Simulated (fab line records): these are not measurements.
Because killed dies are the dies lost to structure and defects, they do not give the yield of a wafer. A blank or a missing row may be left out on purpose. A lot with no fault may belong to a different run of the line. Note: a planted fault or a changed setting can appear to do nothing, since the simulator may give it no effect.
A struck lot beside a sound one	flow n5Finfet	39 out of 1938 route steps
Sound: these wafers, L546.2, L546.3, L546.6. Wafers L533.2, L533.6 were the ones struck. At the end, the cause is stated.
Order at every step that has rows: each side's tool, ch and its chambers, its first start. Under that, the readings that differ: sound wafers	struck wafers	difference of the means	sigmas: that difference in standard deviations of wafers without a fault.
alike: readings with means less than 2 such deviations apart, plus words and numbers identical on both sides. not compared: withheld readings, readings lacking a value on some wafer, bounds such as >300 that could conceal the same value, and numbers that have no deviation in the record and whose values overlap.
A row with sigmas, a row that says differs or no value, or rows on one side alone: a step with any of these is where the two part. Non-overlapping numbers with no deviation appear without sigmas and do not part them. A reading that every wafer of one side lacks parts them only if that side has two wafers or more.

first, 9 steps without rows for these wafers: N5_SDB_CMP_30 (polishes, stops on poly-Si, t overpolish 1.54 s, target thk 30 nm); N5_DUMMY_REMOVAL_HM_STRIP_01 (strips SiNx in CH3F/O2, stops on poly-Si, target depth 4 nm, time 6.8 s); N5_DUMMY_REMOVAL_STRIP_10 (strips in N2/H2, time 40 s); N5_DUMMY_REMOVAL_PRECLEAN_07 (cleans in dHF, time 30 s); N5_DUMMY_REMOVAL_DUMMY_REMOVE_02 (chemistry TMAH, target poly-Si, stops on SiO2, target depth 142 nm, time 57 s, rinse time 30 s); N5_DUMMY_REMOVAL_PRECLEAN_08 (cleans in NF3:NH3, afs cycles 2, time 20 s, sublimation time 60 s); N5_DUMMY_REMOVAL_PRECLEAN_04 (cleans in DHF, time 37 s); N5_DUMMY_REMOVAL_SRD_05 (time 30 s); N5_HKMG_FIN_IL_REGROW_00 (material SiO2, chemistry O3, target thk 0.75 nm, time 30 s).
N5_HKMG_FIN_HK_ALD_01: deposits HfO2, target thk 1.6 nm, pulse time 3 s, purge time 3 s.
  sound on aldHk-01 ch 0,1,3, day 9 16:11; struck on aldHk-02 ch 2,3, day 6 11:50
reading	sound	struck	difference	sigmas
aldCycles	30 30 30	14 14	-16	
model.HfO2_of_HKMG_FIN_HK_ALD_01.thkNm (nm)	1.6 1.6 1.6	0.8 0.8	-0.8	
  alike: precursorPulseHeightRel
then, 26 steps without rows for these wafers: N5_HKMG_FIN_HK_ANNEAL_02 (time 30 s); N5_HKMG_FIN_ALD_74 (deposits La2O3, target thk 0.5 nm, pulse time 6 s, co reactant pulse time 1 s); N5_HKMG_FIN_ALD_75 (deposits Al2O3, target thk 1 nm, co reactant pulse time 1 s); N5_HKMG_FIN_COAT_41 (time 60 s, resist thk 300 nm); N5_HKMG_FIN_COAT_42 (time 60 s, resist thk 35 nm); N5_HKMG_FIN_COAT_43 (resist thk 90 nm); N5_HKMG_FIN_EBR_45; N5_HKMG_FIN_SOFTBAKE_44 (time 60 s); N5_HKMG_FIN_EXPOSE_46 (exposes mask NDIPOLE); N5_HKMG_FIN_PEB_47 (peb time 60 s); N5_HKMG_FIN_DEVELOP_48 (develop time 30 s); N5_HKMG_FIN_DESCUM_53 (chemistry O2, time 7.9 s); N5_HKMG_FIN_ETCH_54 (etches SiARC in CF4, target depth 45.5 nm, time 75.8 s); N5_HKMG_FIN_ETCH_55 (etches SOC in N2/H2, target depth 240 nm, time 300 s); N5_HKMG_FIN_STRIP_56 (strips in N2/H2); N5_HKMG_FIN_STRIP_57 (strips in CF4); N5_HKMG_FIN_ETCH_58 (etches SOC in N2/H2, target depth 215.8 nm, time 741 s); N5_HKMG_FIN_STRIP_93 (strips SOC in N2/H2, time 20 s); N5_HKMG_FIN_WET_ETCH_76 (etches Al2O3 in dNH4OH, stops on La2O3, target depth 2.25 nm, rinse time 30 s); N5_HKMG_FIN_STRIP_60 (strips in N2/H2, time 360 s); N5_HKMG_FIN_WET_ETCH_77 (etches La2O3 in dHCl, stops on HfO2, target depth 2 nm); N5_HKMG_FIN_WET_ETCH_78 (etches Al2O3 in dNH4OH, stops on La2O3, target depth 4.5 nm, rinse time 30 s); N5_HKMG_FIN_ALD_79 (deposits TiN, target thk 1.5 nm, pulse time 1 s, purge time 3 s); N5_HKMG_FIN_CVD_62 (deposits a-Si from Si2H6, target thk 3 nm, time 20.8 s); N5_HKMG_FIN_RTA_80 (time 2 s); N5_HKMG_FIN_PRECLEAN_64 (cleans in dHF, time 30 s).
N5_HKMG_FIN_THK_MEAS_70: measures by xrf.
  sound: filmMetro-01 at day 9 19:56; struck: filmMetro-02 at day 6 15:23
reading	sound	struck	difference	sigmas
HK_THK (nm)	1.598 1.578 1.598	0.750 0.750	-0.841	-44
-- record jumps: 4 days separate the struck wafers' starts on either side; left off in module HKMG_FIN, taken up again in module BEOL_M4, whose first shown step is the route's number 1111 --
N5_BEOL_M4_RC_MEAS_101:
  sound on prober-01 ch 0, day 13 17:56; struck on prober-01 ch 0, day 10 21:46
reading	sound	struck	difference	sigmas
EOT_N	10.47 10.51 10.54	8.92 8.77	-1.66	-18
EOT_P	10.51 10.44 10.50	8.84 8.80	-1.66	-18
IGATE_N (nA/um)	0.0114 0.0132 0.0118	4.1079 4.8810	+4.4823	+99 or more
IGATE_P (nA/um)	0.0034 0.0039 0.0035	1.2566 1.4769	+1.3632	+99 or more
ION_P (uA/um)	447 456 454	479 477	+26	+3
  alike: DIBL_N, DIBL_P, IOFF_N, IOFF_P, ION_N, SS_N, SS_P, VT_N, VT_P
-- record jumps: 4 days separate the struck wafers' starts on either side; left off in module BEOL_M4, taken up again in module PASSIVATION, whose first shown step is the route's number 1936 --
N5_PASSIVATION_PROBE_49:
  sound: prober-02 at day 19 04:25; struck: prober-01 at day 15 09:01
reading	sound	struck	difference	sigmas
killed_at_M4_up	11 8 5	25 20	+14	+3
sort_bin_4_leakage (%)	0 0 0	91.02 92.80	+91.91	+99 or more
sortNPass	1097 1084 1082	0 0	-1088	-68
sortYieldPct (%)	93.0 91.9 91.7	0 0	-92	-66
  alike: defectLimitedYield, killed_at_M0_to_M3, killedAtContacts, killedAtFrontEnd, killedAtOther, killedDies, killedOnRim, killedOpen, killedShort, sort_bin_5_function, sort_bin_6_memory

== WHERE THEY PART ==
At N5_HKMG_FIN_THK_MEAS_70 first; at N5_PASSIVATION_PROBE_49 last (within this record only).

WHY: what had been put in by the simulator
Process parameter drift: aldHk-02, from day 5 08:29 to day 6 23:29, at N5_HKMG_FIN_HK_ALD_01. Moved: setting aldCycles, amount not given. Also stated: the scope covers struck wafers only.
